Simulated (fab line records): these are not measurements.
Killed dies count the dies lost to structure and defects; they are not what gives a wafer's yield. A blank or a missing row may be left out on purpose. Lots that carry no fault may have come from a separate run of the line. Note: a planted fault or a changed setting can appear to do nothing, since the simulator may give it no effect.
fab line records	flow nandHarc	part 2 of 2: steps 4 to 6 of 6
record: lots: 23	wafers: 69	lastDay: 33
route steps=1302 shown A_CONTACT@1057 A_BLC@1117
lots untouched by any fault: they come from a run of this same line in which no faults occurred
startH: the number of hours between the record's first day and the start of the first shown wafer of the lot	waitH: hours since the lot's step before	" unchanged from the row above	L1.1+2: a single row standing in for several wafers	- no value, or no start was given	* or withheld: withheld	< > ~ a bound
route shown NAME@n: a module of which the file shows steps, and the number in the route of the first	usual: mean/standard deviation taken from wafers without a fault	same: alike in all rows	chamber/n: place in a boat	sites: per-site readings	_std_site: the values' standard deviation	_edge_site: the outer-site mean with the inner-site mean subtracted	radiusMm: how far each site lies from the wafer's centre	mask NAME#n: copy n	behind: the most recent tool/chamber to have shaped the wafer	hold: the reason the lot was held/the length of the hold in hours/how it ended	device: the transistor (n, p or np) that didn't switch	end of line: tests of these same wafers at the route's end	for a step that has no rows: nothing shown but its recipe	killed: the dies lost at the first sort to structure and to defects; this is not the yield of the wafer	map: a wafer's dies, marking killed ones x, the rest . and places with no die _
set.NAME: the run value of the setting; set.NAME@STEP: its run value at that earlier step	model.NAME: the simulator's own value behind a step, which no gauge read
the route's steps for a sample of lots (tables are steps, rows are wafers)
services: the hour from which a tool's chamber was out of use, counted from the record's first day as startH (under 0 if before that day), plus the number of hours and why
== steps ==
step: NHARC_A_BLC_CD_MEAS_10
recipe: targetCdNm: 100	landingEnergyEv: 500
usual: cdNm: 100.3/0.63
lot.wafer	tool	chamber	startH	waitH	cdNm
L074.1	cdSem-02	0	508.10	-	100.1
L074.3	"	0	"	"	101.3
L074.4	"	0	"	"	100.4
L075.1	cdSem-02	0	536.33	-	99.8
L075.3	"	0	"	"	100.4
L075.5	"	0	"	"	101.0
L077.1	cdSem-03	0	537.31	-	101.6
L077.2	"	0	"	"	100.4
L077.3	"	0	"	"	100.5
L076.2	cdSem-02	0	543.42	-	101.3
L076.4	"	0	"	"	100.9
L076.5	"	0	"	"	101.6
L078.4	cdSem-02	0	556.29	-	100.1
L078.5	"	0	"	"	101.2
L078.6	"	0	"	"	100.4
L079.1	cdSem-02	0	575.29	-	100.5
L079.4	"	0	"	"	99.5
L079.6	"	0	"	"	100.4
L081.3	cdSem-03	0	581.35	-	99.8
L081.4	"	0	"	"	100.5
L081.5	"	0	"	"	99.5
L080.1	cdSem-02	0	586.30	-	101.0
L080.4	"	0	"	"	101.2
L080.5	"	0	"	"	101.3
L083.3	cdSem-03	0	592.74	-	99.7
L083.5	"	0	"	"	100.2
L083.6	"	0	"	"	99.1
L082.4	cdSem-02	0	596.57	-	100.1
L082.5	"	0	"	"	99.6
L082.6	"	0	"	"	100.3
L084.3	cdSem-03	0	611.53	-	100.9
L084.4	"	0	"	"	100.7
L084.6	"	0	"	"	101.2
L085.1	cdSem-01	0	615.40	-	100.1
L085.5	"	0	"	"	100.5
L085.6	"	0	"	"	99.8
L086.1	cdSem-03	0	643.56	-	100.6
L086.4	"	0	"	"	101.1
L086.5	"	0	"	"	99.6
L087.2	cdSem-01	0	649.42	-	100.0
L087.3	"	0	"	"	99.5
L087.5	"	0	"	"	99.5
L089.1	cdSem-01	0	667.68	-	100.1
L089.2	"	0	"	"	99.5
L089.6	"	0	"	"	99.6
L088.1	cdSem-02	0	669.36	-	99.8
L088.3	"	0	"	"	99.3
L088.4	"	0	"	"	99.7
L091.1	cdSem-01	0	679.96	-	99.4
L091.3	"	0	"	"	100.7
L091.4	"	0	"	"	99.4
L092.1	cdSem-01	0	715.90	-	99.8
L092.4	"	0	"	"	100.2
L092.6	"	0	"	"	100.1
L093.2	cdSem-01	0	724.51	-	100.1
L093.4	"	0	"	"	100.2
L093.6	"	0	"	"	100.0
L094.3	cdSem-03	0	725.01	-	99.7
L094.4	"	0	"	"	99.3
L094.5	"	0	"	"	100.3
L095.2	cdSem-01	0	733.17	-	100.6
L095.4	"	0	"	"	99.7
L095.6	"	0	"	"	100.0
L096.1	cdSem-02	0	753.36	-	100.6
L096.3	"	0	"	"	100.1
L096.6	"	0	"	"	100.9
L097.1	cdSem-01	0	755.83	-	102.1
L097.4	"	0	"	"	101.2
L097.5	"	0	"	"	100.6
step: NHARC_A_BLC_CD_MEAS_19
usual: cdNm: 100.5/2.4
lot.wafer	tool	chamber	startH	waitH	cdNm
L074.1	cdSem-01	-	509.26	-	100.1
L074.3	"	-	"	"	103.2
L074.4	"	-	"	"	99.6
L075.1	cdSem-02	-	537.48	-	99.3
L075.3	"	-	"	"	99.9
L075.5	"	-	"	"	98.5
L077.1	cdSem-01	-	538.46	-	99.4
L077.2	"	-	"	"	104.4
L077.3	"	-	"	"	101.8
L076.2	cdSem-02	-	544.58	-	106.2
L076.4	"	-	"	"	101.7
L076.5	"	-	"	"	104.0
L078.4	cdSem-01	-	557.44	-	101.6
L078.5	"	-	"	"	101.3
L078.6	"	-	"	"	100.8
L079.1	cdSem-03	-	576.44	-	98.0
L079.4	"	-	"	"	101.1
L079.6	"	-	"	"	98.3
L081.3	cdSem-01	-	582.50	-	98.8
L081.4	"	-	"	"	100.6
L081.5	"	-	"	"	97.0
L080.1	cdSem-02	-	587.46	-	101.2
L080.4	"	-	"	"	102.5
L080.5	"	-	"	"	106.9
L083.3	cdSem-03	-	593.89	-	98.9
L083.5	"	-	"	"	103.8
L083.6	"	-	"	"	97.3
L082.4	cdSem-03	-	597.73	-	98.7
L082.5	"	-	"	"	96.2
L082.6	"	-	"	"	96.0
L084.3	cdSem-01	-	612.68	-	100.1
L084.4	"	-	"	"	99.7
L084.6	"	-	"	"	98.3
L085.1	cdSem-02	-	616.55	-	96.1
L085.5	"	-	"	"	96.5
L085.6	"	-	"	"	99.0
L086.1	cdSem-01	-	644.72	-	98.5
L086.4	"	-	"	"	104.1
L086.5	"	-	"	"	102.5
L087.2	cdSem-02	-	650.57	-	103.4
L087.3	"	-	"	"	95.8
L087.5	"	-	"	"	102.9
L089.1	cdSem-02	-	669.16	-	100.2
L089.2	"	-	"	"	103.2
L089.6	"	-	"	"	104.9
L088.1	cdSem-02	-	670.52	-	100.5
L088.3	"	-	"	"	99.4
L088.4	"	-	"	"	102.2
L091.1	cdSem-03	-	681.12	-	97.9
L091.3	"	-	"	"	97.7
L091.4	"	-	"	"	100.0
L092.1	cdSem-03	-	717.24	-	99.5
L092.4	"	-	"	"	100.0
L092.6	"	-	"	"	98.3
L093.2	cdSem-01	-	725.84	-	100.0
L093.4	"	-	"	"	98.8
L093.6	"	-	"	"	101.3
L094.3	cdSem-01	-	726.35	-	102.0
L094.4	"	-	"	"	100.2
L094.5	"	-	"	"	106.1
L095.2	cdSem-01	-	734.31	-	103.2
L095.4	"	-	"	"	105.6
L095.6	"	-	"	"	99.9
L096.1	cdSem-02	-	754.51	-	100.8
L096.3	"	-	"	"	101.7
L096.6	"	-	"	"	100.1
L097.1	cdSem-02	-	756.98	-	102.6
L097.4	"	-	"	"	103.9
L097.5	"	-	"	"	101.8
step: NHARC_A_BLC_CMP_25
recipe: tOverpolishS: 30	targetThkNm: 150
usual: motorCurrentA: 11.5/0.94	overpolishRunS: 30.000/0.0088	timeToEndpointS: 30.5/2.7
lot.wafer	tool	chamber	startH	waitH	motorCurrentA	overpolishRunS	timeToEndpointS
L074.3	cmp-01	2	510.85	0.2	11.0	30.006	32.0
L074.4	"	3	"	"	10.2	30.002	28.3
L074.1	"	0	"	"	11.7	29.997	30.2
L075.1	cmp-01	2	539.05	0.4	10.8	30.004	28.5
L075.3	"	1	"	"	10.2	29.987	29.9
L075.5	"	3	"	"	9.9	30.009	29.9
L077.3	cmp-03	2	540.04	0.2	12.2	30.004	25.1
L077.2	"	3	"	"	11.2	29.990	32.3
L077.1	"	1	"	"	11.9	29.994	35.6
L076.2	cmp-03	2	546.21	0.4	11.6	29.995	30.4
L076.4	"	0	"	"	13.0	30.008	28.4
L076.5	"	2	"	"	12.6	29.989	29.0
L078.4	cmp-04	2	559.50	0.2	11.7	29.988	30.4
L078.5	"	2	"	"	11.6	30.009	32.0
L078.6	"	3	"	"	10.3	29.998	28.6
L079.4	cmp-04	0	578.01	0.3	12.6	30.002	28.3
L079.1	"	2	"	"	11.6	29.990	30.2
L079.6	"	1	"	"	11.7	30.010	26.2
L081.4	cmp-03	2	584.13	0.3	11.5	29.995	29.8
L081.3	"	3	"	"	12.4	29.993	33.4
L081.5	"	0	"	"	13.4	29.989	32.4
L080.4	cmp-01	0	589.05	0.3	11.3	30.003	30.6
L080.1	"	1	"	"	9.8	30.006	32.0
L080.5	"	3	"	"	10.2	29.995	30.8
L083.3	cmp-03	2	595.56	0.3	12.1	29.992	26.0
L083.6	"	3	"	"	12.4	29.998	27.8
L083.5	"	0	"	"	12.8	29.991	26.2
L082.4	cmp-04	0	599.39	0.3	13.6	30.009	28.6
L082.6	"	2	"	"	11.6	29.997	29.9
L082.5	"	3	"	"	11.0	30.004	28.3
L084.3	cmp-04	2	614.32	0.3	11.3	29.983	32.8
L084.4	"	3	"	"	10.1	30.007	30.1
L084.6	"	1	"	"	11.5	30.014	31.3
L085.1	cmp-01	3	618.20	0.5	10.4	30.008	31.0
L085.6	"	0	"	"	11.7	29.995	33.2
L085.5	"	1	"	"	10.2	30.003	31.1
L086.4	cmp-01	2	646.30	0.3	10.7	30.002	31.5
L086.1	"	3	"	"	10.1	30.008	29.9
L086.5	"	3	"	"	10.1	30.004	26.7
L087.3	cmp-04	3	652.23	0.3	10.5	29.993	27.5
L087.2	"	0	"	"	12.7	29.999	28.2
L087.5	"	2	"	"	11.7	30.010	32.7
L089.2	cmp-04	0	670.78	0.5	12.3	30.001	27.5
L089.1	"	1	"	"	10.8	29.999	29.0
L089.6	"	0	"	"	13.1	30.009	29.5
L088.3	cmp-01	0	672.13	0.3	11.8	29.985	29.8
L088.1	"	1	"	"	10.2	29.992	33.7
L088.4	"	2	"	"	11.2	30.000	30.7
L091.1	cmp-03	0	682.71	0.4	12.7	29.996	31.6
L091.3	"	1	"	"	12.3	30.001	37.5
L091.4	"	3	"	"	12.3	29.999	31.1
L092.1	cmp-03	3	718.85	0.5	11.4	30.009	30.4
L092.4	"	2	"	"	12.2	30.002	28.6
L092.6	"	3	"	"	12.4	30.002	31.7
L093.4	cmp-03	1	727.50	0.3	12.0	30.010	36.7
L093.2	"	2	"	"	11.5	29.985	31.3
L093.6	"	0	"	"	12.6	30.013	33.0
L094.4	cmp-01	3	727.98	0.3	10.3	30.001	30.5
L094.3	"	0	"	"	11.6	29.996	29.0
L094.5	"	2	"	"	11.3	30.002	31.0
L095.4	cmp-04	0	735.93	0.3	13.0	30.018	28.4
L095.2	"	2	"	"	11.4	30.013	29.0
L095.6	"	3	"	"	10.6	30.007	25.1
L096.1	cmp-03	1	756.08	0.4	12.7	30.013	34.8
L096.3	"	2	"	"	11.6	30.005	31.4
L096.6	"	1	"	"	11.6	29.999	35.5
L097.1	cmp-01	2	758.59	0.4	10.5	29.991	33.2
L097.4	"	3	"	"	10.0	29.989	30.9
L097.5	"	0	"	"	11.4	29.984	30.4
== services ==
tool	chamber	startH	hours	kind
cmp-03	-	474.07	1.9	repair
cmp-01	-	483.77	4.0	pm
rieDiel-09	-	497.26	9.0	pm
rieDiel-02	3	511.41	3.6	repair
rieDiel-09	0	530.82	5.3	repair
cmp-03	-	554.06	4.0	pm
rieDiel-02	-	570.87	9.0	pm
rieDiel-09	2	572.13	18.2	repair
cmp-01	-	581.77	4.0	pm
cmp-01	-	592.92	0.5	repair
rieDiel-11	-	609.86	9.0	pm
cmp-01	-	614.54	3.2	repair
cmp-03	-	627.22	2.7	repair
cmp-03	-	632.49	1.3	repair
cmp-03	-	652.06	4.0	pm
rieDiel-11	1	658.13	4.1	repair
rieDiel-11	3	658.46	15.1	repair
rieDiel-02	1	663.23	13.8	repair
rieDiel-09	-	674.26	9.0	pm
cmp-01	-	679.80	4.0	pm
cmp-01	-	687.98	1.6	repair
rieDiel-02	2	725.34	8.4	repair
rieDiel-02	-	747.87	9.0	pm
rieDiel-09	3	756.96	5.8	repair
